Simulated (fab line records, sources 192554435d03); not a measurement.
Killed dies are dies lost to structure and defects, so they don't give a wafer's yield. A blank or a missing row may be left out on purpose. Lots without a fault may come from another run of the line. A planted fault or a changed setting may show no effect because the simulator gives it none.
fab line records | flow n5_finfet
record lots=7 wafers=21
route steps=1938 shown ZERO_LAYER@6 PMOS_HMC_CHANNEL_EPI@63 FIN_SAQP@100 FIN_CUT@154
start_h: hours from the record's first day to the start of the lot's first wafer shown | wait_h: hours since the lot's step before | " the same as in the row above | L1.1+2: a row that stands for several wafers | - no value, or no start given | * or withheld: withheld | < > ~ a bound
route shown NAME@n: a module of which the file shows steps, and the number in the route of the first | usual: mean/standard deviation of fault-free wafers | same: alike in all rows | chamber/n: place in a boat | sites: the reading at each site | _std_site: their standard deviation | _edge_site: outer sites' mean less inner sites' | radius_mm: how far each site lies from the wafer's centre | mask NAME#n: copy n | behind: the tool/chamber that last shaped the wafer | hold: why the lot was held/for how many hours/how that ended | device: the transistor (n, p or np) that didn't switch | end of line: the same wafers' tests at the end of the route | a step without rows: its recipe alone | killed: dies lost to structure and defects at the first sort, not the wafer's yield | map: a wafer's dies, x killed, . not, _ none there
set.NAME: the setting as run; set.NAME@STEP: as run at that earlier step | model.NAME: the simulator's own value behind a step, which no gauge read
lots whose settings were changed on purpose; a table a step, a row a wafer
## steps
# step N5_ZERO_LAYER_COAT_05
# recipe spin_rpm=1500 resist_thk_nm=1000
# columns lot.wafer tool chamber start_h wait_h set.spin_rpm model.coat_of_ZERO_LAYER_COAT_05.thk_nm
L074.2 litho_track-05 0 - - 1500 1001
L074.4 " 0 " " 1577 974.9
L074.6 " 0 " " 1577 977.6
L075.1 litho_track-01 0 - - 1500 1000
L075.4 " 0 " " 1500 998.4
L075.5 " 0 " " 1500 998.6
L078.1 litho_track-05 0 - - 1563 980.2
L078.3 " 0 " " 1563 982.1
L078.6 " 0 " " 1563 977.3
L089.1 litho_track-05 0 - - 1500 997.9
L089.3 " 0 " " 1500 1001
L089.4 " 0 " " 1500 996.3
L090.4 litho_track-05 0 - - 1500 998.6
L090.5 " 0 " " 1628 957.9
L090.6 " 0 " " 1500 1000
L091.2 litho_track-04 0 - - 1500 1000
L091.3 " 0 " " 1655 956
L091.4 " 0 " " 1655 956.1
L096.1 litho_track-05 0 - - 1591 967.9
L096.3 " 0 " " 1591 968.2
L096.5 " 0 " " 1500 999.7
# step N5_ZERO_LAYER_DEVELOP_10
# recipe develop_time_s=60 rinse_liquid=diw dry=air_spin dev_temp_c=21
# columns lot.wafer tool chamber start_h wait_h set.develop_time_s
L074.2 litho_track-05 0 - - 60
L074.4+6 " 0 " " 71.28
L075.1+4+5 litho_track-05 0 - - 60
L078.1+3 litho_track-04 0 - - 67.4
L078.6 " 0 " " 60
L089.1+3+4 litho_track-01 0 - - 60
L090.4+5+6 litho_track-05 0 - - 60
L091.2+4 litho_track-01 0 - - 60
L091.3 " 0 " " 46.65
L096.1+5 litho_track-04 0 - - 60
L096.3 " 0 " " 54.49
# step N5_ZERO_LAYER_HARDBAKE_23
# recipe temp_c=130 time_s=120
# step N5_ZERO_LAYER_DESCUM_16
# recipe chemistry=O2 time_s=7.9 source_power_w=50 bias_power_w=20 pressure_mtorr=20 rf_frequency_hz=2.712e+07 temp_c=40 o2_flow_sccm=225
# step N5_ZERO_LAYER_ETCH_17
# recipe chemistry=CF4 target=SiO2 target_depth_a=120 time_s=13.3 ion_energy_ev=350 pressure_mtorr=40 source_w=450 bias_w=215 Ar_flow_sccm=100 cf4_flow_sccm=100
# columns lot.wafer tool chamber start_h wait_h set.spin_rpm@ZERO_LAYER_COAT_05 model.coat_of_ZERO_LAYER_COAT_05.thk_nm
L074.2 rie_diel-03 2 12.99 0.0 1500 970.7
L074.4 " 3 " " 1577 944.5
L074.6 " 1 " " 1577 948.4
L075.1 rie_diel-02 1 19.23 0.0 1500 970.6
L075.4 " 2 " " 1500 967.9
L075.5 " 1 " " 1500 968.9
L078.1 rie_diel-03 2 36.91 0.0 1563 949.9
L078.3 " 1 " " 1563 953.1
L078.6 " 0 " " 1563 947.9
L089.1 rie_diel-03 2 102.71 0.0 1500 968.1
L089.3 " 3 " " 1500 970.8
L089.4 " 1 " " 1500 967.7
L090.4 rie_diel-01 0 108.72 0.0 1500 969.5
L090.5 " 0 " " 1628 928.8
L090.6 " 3 " " 1500 971
L091.2 rie_diel-02 3 114.87 0.0 1500 971.1
L091.3 " 1 " " 1655 926.8
L091.4 " 1 " " 1655 926.6
L096.1 rie_diel-03 3 144.85 0.0 1591 938
L096.3 " 2 " " 1591 938.5
L096.5 " 2 " " 1500 969.7
# step N5_ZERO_LAYER_ETCH_18
# recipe chemistry=HBr/Cl2 target=Si target_depth_a=1200 time_s=40 pressure_mtorr=10 icp_w=800 bias_w=75 HBr_flow_sccm=150 Cl2_flow_sccm=80
# step N5_ZERO_LAYER_STRIP_24
# recipe chemistry=O2 power_w=1000 temp_c=250 overash_fraction=0.3 pressure_mtorr=1000 o2_flow_sccm=6750
# usual strip_time_to_endpoint_s=43.88/0.094
# columns lot.wafer tool chamber start_h wait_h set.spin_rpm@ZERO_LAYER_COAT_05 strip_time_to_endpoint_s
L074.2 plasma_asher-02 0 13.16 0.1 1500 43.89
L074.4 " 1 " " 1577 43.11
L074.6 " 0 " " 1577 43.21
L075.1 plasma_asher-01 1 19.41 0.1 1500 43.88
L075.4 " 1 " " 1500 43.76
L075.5 " 0 " " 1500 43.85
L078.1 plasma_asher-01 1 37.08 0.1 1563 43.27
L078.3 " 1 " " 1563 43.37
L078.6 " 1 " " 1563 43.19
L089.1 plasma_asher-01 0 102.89 0.1 1500 43.78
L089.3 " 1 " " 1500 43.88
L089.4 " 0 " " 1500 43.82
L090.4 plasma_asher-01 1 108.91 0.1 1500 43.86
L090.5 " 1 " " 1628 42.64
L090.6 " 0 " " 1500 43.86
L091.2 plasma_asher-02 1 115.04 0.1 1500 43.84
L091.3 " 1 " " 1655 42.52
L091.4 " 0 " " 1655 42.56
L096.1 plasma_asher-02 0 145.03 0.1 1591 42.87
L096.3 " 1 " " 1591 42.90
L096.5 " 0 " " 1500 43.81
# step N5_PMOS_HMC_CHANNEL_EPI_PEB_07
# recipe peb_temp_c=110 peb_time_s=60 resist=CAR-ArF-block
# columns lot.wafer tool chamber start_h wait_h set.peb_temp_c
L074.2+4 litho_track-04 0 17.43 0.0 110
L074.6 " 0 " " 113.6
L075.1 litho_track-05 0 23.91 0.1 106.3
L075.4+5 " 0 " " 110
L078.1+6 litho_track-05 0 41.32 0.1 110
L078.3 " 0 " " 113.3
L089.1+3+4 litho_track-04 0 106.90 0.1 110
L090.4+5 litho_track-02 0 113.24 0.0 112.8
L090.6 " 0 " " 110
L091.2+4 litho_track-02 0 119.34 0.0 112.6
L091.3 " 0 " " 110
L096.1+5 litho_track-02 0 148.94 0.1 106.9
L096.3 " 0 " " 110
# step N5_PMOS_HMC_CHANNEL_EPI_DEVELOP_08
# recipe develop_time_s=30 developer=TMAH resist=CAR-ArF-block dev_temp_c=23 rinse_liquid=diw dry=air_spin
# step N5_PMOS_HMC_CHANNEL_EPI_CD_MEAS_09
# recipe target_cd_nm=237.4 landing_energy_ev=500 detector=se_inlens
# usual cd_nm=238.1/1.3
# columns lot.wafer tool chamber start_h wait_h set.peb_temp_c@PMOS_HMC_CHANNEL_EPI_PEB_07 cd_nm
L074.2 cd_sem-02 0 17.50 - 110 236.3
L074.4 " 0 " " 110 236.4
L074.6 " 0 " " 113.6 245.5
L075.1 cd_sem-01 0 23.98 - 106.3 225.2
L075.4 " 0 " " 110 237.8
L075.5 " 0 " " 110 236.1
L078.1 cd_sem-03 0 41.39 - 110 238.3
L078.3 " 0 " " 113.3 247.8
L078.6 " 0 " " 110 238.9
L089.1 cd_sem-02 0 106.97 - 110 237.5
L089.3 " 0 " " 110 236.2
L089.4 " 0 " " 110 237.3
L090.4 cd_sem-01 0 113.31 - 112.8 246.0
L090.5 " 0 " " 112.8 246.9
L090.6 " 0 " " 110 239.2
L091.2 cd_sem-01 0 119.41 - 112.6 247.3
L091.3 " 0 " " 110 239.1
L091.4 " 0 " " 112.6 245.2
L096.1 cd_sem-02 0 149.00 - 106.9 227.9
L096.3 " 0 " " 110 236.8
L096.5 " 0 " " 106.9 227.7
# step N5_PMOS_HMC_CHANNEL_EPI_DESCUM_14
# recipe chemistry=O2 time_s=7.9 source_power_w=50 bias_power_w=20 pressure_mtorr=20 rf_frequency_hz=2.712e+07 temp_c=40 resist=CAR-ArF-block o2_flow_sccm=225
# columns lot.wafer tool chamber start_h wait_h set.peb_temp_c@PMOS_HMC_CHANNEL_EPI_PEB_07 model.PMOS_HMC_CHANNEL_EPI.cd_nm
L074.2 rie_diel-03 2 17.59 0.0 110 236.5
L074.4 " 3 " " 110 237.1
L074.6 " 2 " " 113.6 245.8
L075.1 rie_diel-03 2 24.23 0.2 106.3 225.3
L075.4 " 1 " " 110 237.4
L075.5 " 0 " " 110 236.7
L078.1 rie_diel-01 2 41.48 0.0 110 238.5
L078.3 " 1 " " 113.3 247.8
L078.6 " 0 " " 110 238.9
L089.1 rie_diel-01 0 107.29 0.3 110 237.3
L089.3 " 2 " " 110 236.6
L089.4 " 3 " " 110 237.2
L090.4 rie_diel-01 1 113.39 0.0 112.8 246
L090.5 " 3 " " 112.8 247
L090.6 " 2 " " 110 239.4
L091.2 rie_diel-02 3 119.49 0.0 112.6 247.3
L091.3 " 1 " " 110 239.2
L091.4 " 3 " " 112.6 245.2
L096.1 rie_diel-03 0 149.24 0.2 106.9 227.8
L096.3 " 2 " " 110 237.1
L096.5 " 0 " " 106.9 227.4
# step N5_PMOS_HMC_CHANNEL_EPI_ETCH_32
# recipe chemistry=N2/H2 target=BARC stop_on=SiO2 target_depth_a=858 over_etch_frac=0.3 time_s=50.3 ion_energy_ev=200 mask_material=CAR-ArF-block pressure_mtorr=30 source_w=840 bias_w=150 n2_flow_sccm=200 h2_flow_sccm=200
# usual rf_vpp_V=524.2/2.2
# columns lot.wafer tool chamber start_h wait_h set.bias_w rf_vpp_V
L074.2 rie_diel-03 2 17.63 0.0 150 523.3
L074.4 " 3 " " 131.3 483.8
L074.6 " 2 " " 150 523.2
L075.1 rie_diel-03 2 24.26 0.0 150 524.9
L075.4 " 1 " " 164.6 554.7
L075.5 " 0 " " 150 525.0
L078.1 rie_diel-01 2 41.51 0.0 150 526.0
L078.3 " 1 " " 150 523.5
L078.6 " 0 " " 150 525.9
L089.1 rie_diel-01 0 107.32 0.0 150 527.8
L089.3 " 2 " " 150 525.6
L089.4 " 3 " " 150 522.1
L090.4 rie_diel-01 1 113.43 0.0 150 523.6
L090.5 " 3 " " 150 523.6
L090.6 " 2 " " 150 525.4
L091.2 rie_diel-02 3 119.53 0.0 142.7 504.3
L091.3 " 1 " " 142.7 503.9
L091.4 " 3 " " 150 521.8
L096.1 rie_diel-03 0 149.27 0.0 150 524.8
L096.3 " 2 " " 150 522.9
L096.5 " 0 " " 133.8 487.3
# step N5_PMOS_HMC_CHANNEL_EPI_HM_OPEN_15
# recipe chemistry=CHF3/O2 target=SiO2 mask_material=CAR-ArF-block target_depth_a=406 CHF3_flow_sccm=50 O2_flow_sccm=5 Ar_flow_sccm=200 time_s=20.3 pressure_mtorr=30 source_w=650 bias_w=170 ion_energy_ev=200
# columns lot.wafer tool chamber start_h wait_h set.peb_temp_c@PMOS_HMC_CHANNEL_EPI_PEB_07 model.PMOS_HMC_CHANNEL_EPI.cd_nm
L074.2 rie_diel-03 2 17.67 0.0 110 237.4
L074.4 " 3 " " 110 238.1
L074.6 " 2 " " 113.6 246.9
L075.1 rie_diel-03 2 24.30 0.0 106.3 226.4
L075.4 " 1 " " 110 239.8
L075.5 " 0 " " 110 240
L078.1 rie_diel-01 2 41.56 0.0 110 242.1
L078.3 " 1 " " 113.3 250.2
L078.6 " 0 " " 110 240.2
L089.1 rie_diel-01 0 107.36 0.0 110 238.6
L089.3 " 2 " " 110 240.1
L089.4 " 3 " " 110 240.3
L090.4 rie_diel-01 1 113.47 0.0 112.8 248
L090.5 " 3 " " 112.8 249.4
L090.6 " 2 " " 110 242.1
L091.2 rie_diel-02 3 119.57 0.0 112.6 250.1
L091.3 " 1 " " 110 242.3
L091.4 " 3 " " 112.6 247.9
L096.1 rie_diel-03 0 149.32 0.0 106.9 230.4
L096.3 " 2 " " 110 237.6
L096.5 " 0 " " 106.9 230.2
# step N5_FIN_SAQP_PECVD_06
# recipe material=a-Si target_thk_a=600 temp_c=400 precursor=SiH4/He pressure_torr=3 rf_w=100 time_s=48.1
# columns lot.wafer tool chamber start_h wait_h set.time_s model.a-Si_of_FIN_SAQP_PECVD_06.thk_nm
L074.2 pecvd-01 0 21.67 0.0 48.1 59.9
L074.4 " 0 " " 48.1 61.13
L074.6 " 0 " " 48.1 61.19
L075.1 pecvd-02 0 27.92 0.0 48.1 59.98
L075.4 " 1 " " 48.1 61.92
L075.5 " 0 " " 48.1 60.62
L078.1 pecvd-03 1 45.01 0.0 48.1 59.57
L078.3 " 2 " " 48.1 60.2
L078.6 " 0 " " 53.06 66.93
L089.1 pecvd-03 1 111.03 0.0 48.1 59.69
L089.3 " 2 " " 48.1 60.19
L089.4 " 1 " " 48.1 60.57
L090.4 pecvd-03 0 117.14 0.0 43.62 54.95
L090.5 " 1 " " 48.1 60.75
L090.6 " 2 " " 48.1 62.11
L091.2 pecvd-01 2 123.13 0.0 48.1 58.77
L091.3 " 1 " " 48.1 59.24
L091.4 " 1 " " 50.06 62.76
L096.1 pecvd-02 2 152.85 0.0 41.31 49.79
L096.3 " 1 " " 48.1 60.2
L096.5 " 1 " " 41.31 52.65
# step N5_FIN_SAQP_THK_MEAS_07
# usual thk_nm=60.5/0.87
# columns lot.wafer tool chamber start_h wait_h set.time_s@FIN_SAQP_PECVD_06 thk_nm
L074.2 film_metro-02 - 21.79 0.1 48.1 59.9
L074.4 " - " " 48.1 61.1
L074.6 " - " " 48.1 61.2
L075.1 film_metro-02 - 28.01 0.1 48.1 60.0
L075.4 " - " " 48.1 61.9
L075.5 " - " " 48.1 60.6
L078.1 film_metro-01 - 45.10 0.1 48.1 59.6
L078.3 " - " " 48.1 60.2
L078.6 " - " " 53.06 66.9
L089.1 film_metro-01 - 111.12 0.1 48.1 59.7
L089.3 " - " " 48.1 60.2
L089.4 " - " " 48.1 60.6
L090.4 film_metro-01 - 117.20 0.0 43.62 54.9
L090.5 " - " " 48.1 60.8
L090.6 " - " " 48.1 62.1
L091.2 film_metro-01 - 123.22 0.1 48.1 58.8
L091.3 " - " " 48.1 59.2
L091.4 " - " " 50.06 62.8
L096.1 film_metro-02 - 152.94 0.1 41.31 49.8
L096.3 " - " " 48.1 60.2
L096.5 " - " " 41.31 52.7
# step N5_FIN_SAQP_EXPOSE_13
# recipe mask_id=FIN_CORE na=1.35 source_shape=dipole sigma_inner=0.538 sigma_outer=0.738 polarization=te target_cd_nm=35.6 dose_mj=63.25
# columns lot.wafer tool chamber start_h wait_h mask set.dose_mj
L074.2 arfi_scanner-03 0 22.05 - FIN_CORE#0 65.9
L074.4+6 " 0 " " FIN_CORE#0 63.25
L075.1+4+5 arfi_scanner-03 0 28.26 - FIN_CORE#0 63.25
L078.1+6 arfi_scanner-02 0 45.36 - FIN_CORE#0 63.25
L078.3 " 0 " " FIN_CORE#0 65.74
L089.1+3+4 arfi_scanner-02 0 111.48 - FIN_CORE#0 63.25
L090.4 arfi_scanner-01 0 117.58 - FIN_CORE#0 63.25
L090.5+6 " 0 " " FIN_CORE#0 66.42
L091.2+3 arfi_scanner-01 0 124.75 - FIN_CORE#0 60.25
L091.4 " 0 " " FIN_CORE#0 63.25
L096.1 arfi_scanner-01 0 153.17 - FIN_CORE#0 61.51
L096.3+5 " 0 " " FIN_CORE#0 63.25
# step N5_FIN_SAQP_PEB_14
# recipe peb_temp_c=withheld peb_time_s=60 resist=CAR-ArF
# step N5_FIN_SAQP_DEVELOP_15
# recipe develop_time_s=30 developer=TMAH resist=CAR-ArF dev_temp_c=23 rinse_liquid=diw dry=air_spin
# step N5_FIN_SAQP_HM_OPEN_73
# recipe chemistry=CHF3/O2 target=SiO2 stop_on=a-Si target_depth_a=120 over_etch_frac=1.8 mask_material=SOC time_s=16.8 pressure_mtorr=30 source_w=650 bias_w=170 Ar_flow_sccm=200 CHF3_flow_sccm=50 O2_flow_sccm=5 ion_energy_ev=200 ends=end_point
# step N5_FIN_SAQP_STRIP_74
# recipe chemistry=CHF3/O2 resist=SiARC rf_frequency_hz=6e+07
# step N5_FIN_SAQP_MANDREL_ETCH_22
# recipe target_depth_a=600 chemistry=HBr/Cl2 target=a-Si stop_on=SiNx bt_time_s=10 over_etch_frac=0.5 time_s=30 pressure_mtorr=10 icp_w=800 bias_w=75 HBr_flow_sccm=150 Cl2_flow_sccm=80 ends=end_point
# columns lot.wafer tool chamber start_h wait_h set.time_s@FIN_SAQP_PECVD_06 model.etch.depth_nm
L074.2 rie_si-01 2 22.55 0.0 48.1 59.9
L074.4 " 2 " " 48.1 61.1
L074.6 " 0 " " 48.1 61.17
L075.1 rie_si-03 1 28.77 0.0 48.1 59.98
L075.4 " 0 " " 48.1 61.92
L075.5 " 3 " " 48.1 60.62
L078.1 rie_si-01 2 45.87 0.0 48.1 59.57
L078.3 " 0 " " 48.1 60.05
L078.6 " 2 " " 53.06 66.92
L089.1 rie_si-01 0 112.47 0.0 48.1 59.54
L089.3 " 3 " " 48.1 60.19
L089.4 " 2 " " 48.1 60.57
L090.4 rie_si-03 0 118.22 0.0 43.62 54.94
L090.5 " 0 " " 48.1 60.75
L090.6 " 3 " " 48.1 62.1
L091.2 rie_si-03 3 125.25 0.0 48.1 58.77
L091.3 " 2 " " 48.1 59.21
L091.4 " 1 " " 50.06 62.75
L096.1 rie_si-06 3 153.68 0.0 41.31 49.79
L096.3 " 1 " " 48.1 60.17
L096.5 " 0 " " 41.31 52.64
# step N5_FIN_SAQP_STRIP_55
# recipe chemistry=N2/H2 power_w=500 temp_c=40 pressure_mtorr=50 rf_frequency_hz=6e+07 overash_fraction=0.3 bias_power_w=28 h2_frac=0.5 n2_flow_sccm=300 h2_flow_sccm=300
# step N5_FIN_SAQP_STRIP_23
# recipe chemistry=SPM time_s=750 temp_c=130 h2so4_h2o2_vol_ratio=4
# step N5_FIN_SAQP_SRD_66
# recipe dry=ipa_marangoni time_s=30 temp_c=23 rinse_liquid=diw
# step N5_FIN_SAQP_RECESS_75
# recipe chemistry=HF/NH3 target=SiO2 target_depth_a=144 afs_cycles=3 temp_c=30 sublimation_temp_c=180 sublimation_time_s=60
# step N5_FIN_SAQP_SPACER1_ALD_24
# recipe material=SiO2 target_thk_a=203 temp_c=300 ald_precursor_family=BDEAS ald_co_reactant=O2-plasma pulse_time_s=1 purge_time_s=2 co_reactant_purge_time_s=2 ald_cycles=218 pressure_torr=2
# columns lot.wafer tool chamber start_h wait_h set.time_s@FIN_SAQP_PECVD_06 model.a-Si_of_FIN_SAQP_PECVD_06.thk_nm
L074.2 ald_sin-03 0 23.36 0.3 48.1 59.8
L074.4+6 " 1,3 " " 48.1 61
L075.1 ald_sin-04 3 29.67 0.3 48.1 59.8
L075.4 " 2 " " 48.1 61.8
L075.5 " 3 " " 48.1 60.4
L078.1 ald_sin-03 2 46.76 0.3 48.1 59.4
L078.3 " 1 " " 48.1 59.8
L078.6 " 0 " " 53.06 66.8
L089.1 ald_sin-01 3 113.30 0.3 48.1 59.4
L089.3 " 1 " " 48.1 60
L089.4 " 2 " " 48.1 60.4
L090.4 ald_sin-01 0 119.25 0.1 43.62 54.8
L090.5 " 3 " " 48.1 60.6
L090.6 " 2 " " 48.1 62
L091.2 ald_sin-01 3 126.14 0.3 48.1 58.6
L091.3 " 0 " " 48.1 59
L091.4 " 1 " " 50.06 62.6
L096.1 ald_sin-01 0 154.62 0.4 41.31 49.6
L096.3 " 1 " " 48.1 60
L096.5 " 0 " " 41.31 52.4
# step N5_FIN_CUT_COAT_18
# recipe resist=SOC temp_c=250 time_s=60 spin_rpm=1500 resist_thk_nm=230
# columns lot.wafer tool chamber start_h wait_h set.spin_rpm model.SOC_of_FIN_CUT_COAT_18.thk_nm
L074.2 litho_track-05 0 26.59 0.0 1500 230.6
L074.4 " 0 " " 1500 231.2
L074.6 " 0 " " 1409 238.2
L075.1 litho_track-05 0 33.04 0.0 1411 237.8
L075.4 " 0 " " 1411 238
L075.5 " 0 " " 1500 230.4
L078.1+3 litho_track-03 0 50.29 0.0 1500 230.4
L078.6 " 0 " " 1601 222.6
L089.1 litho_track-03 0 116.61 0.0 1500 229.4
L089.3 " 0 " " 1500 229.2
L089.4 " 0 " " 1500 228.4
L090.4 litho_track-03 0 122.33 0.0 1500 230.2
L090.5 " 0 " " 1500 231
L090.6 " 0 " " 1583 225
L091.2 litho_track-03 0 129.81 0.0 1381 240
L091.3+4 " 0 " " 1500 230.2
L096.1+5 litho_track-02 0 158.09 0.0 1500 229.8
L096.3 " 0 " " 1555 226.8
## key
split step=N5_ZERO_LAYER_COAT_05 setting=spin_rpm stated=1500 by=wafer
response step=N5_ZERO_LAYER_COAT_05 reading=model.coat_of_ZERO_LAYER_COAT_05.thk_nm change=-4.64 per=1% r=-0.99
response step=N5_ZERO_LAYER_ETCH_17 reading=model.coat_of_ZERO_LAYER_COAT_05.thk_nm change=-4.65 per=1% r=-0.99
response step=N5_ZERO_LAYER_STRIP_24 reading=strip_time_to_endpoint_s change=* per=1% r=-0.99
split step=N5_ZERO_LAYER_DEVELOP_10 setting=develop_time_s stated=60 by=wafer
response none clear
split step=N5_PMOS_HMC_CHANNEL_EPI_PEB_07 setting=peb_temp_c stated=110 by=wafer
response step=N5_PMOS_HMC_CHANNEL_EPI_CD_MEAS_09 reading=cd_nm change=+3.1 per=1% r=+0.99
response step=N5_PMOS_HMC_CHANNEL_EPI_DESCUM_14 reading=model.PMOS_HMC_CHANNEL_EPI.cd_nm change=+3.1 per=1% r=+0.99
response step=N5_PMOS_HMC_CHANNEL_EPI_HM_OPEN_15 reading=model.PMOS_HMC_CHANNEL_EPI.cd_nm change=+3.05 per=1% r=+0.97
split step=N5_PMOS_HMC_CHANNEL_EPI_ETCH_32 setting=bias_w stated=150 by=wafer
response step=N5_PMOS_HMC_CHANNEL_EPI_ETCH_32 reading=rf_vpp_V change=+3.23 per=1% r=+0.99
split step=N5_FIN_SAQP_PECVD_06 setting=time_s stated=48.1 by=wafer
response step=N5_FIN_SAQP_PECVD_06 reading=model.a-Si_of_FIN_SAQP_PECVD_06.thk_nm change=+0.672 per=1% r=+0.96
response step=N5_FIN_SAQP_THK_MEAS_07 reading=thk_nm change=* per=1% r=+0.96
response step=N5_FIN_SAQP_MANDREL_ETCH_22 reading=model.etch.depth_nm change=+0.674 per=1% r=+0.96
response step=N5_FIN_SAQP_SPACER1_ALD_24 reading=model.a-Si_of_FIN_SAQP_PECVD_06.thk_nm change=+0.678 per=1% r=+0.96
split step=N5_FIN_SAQP_EXPOSE_13 setting=dose_mj stated=63.25 by=wafer
response none clear
split step=N5_FIN_CUT_COAT_18 setting=spin_rpm stated=1500 by=wafer
response step=N5_FIN_CUT_COAT_18 reading=model.SOC_of_FIN_CUT_COAT_18.thk_nm change=-1.16 per=1% r=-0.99
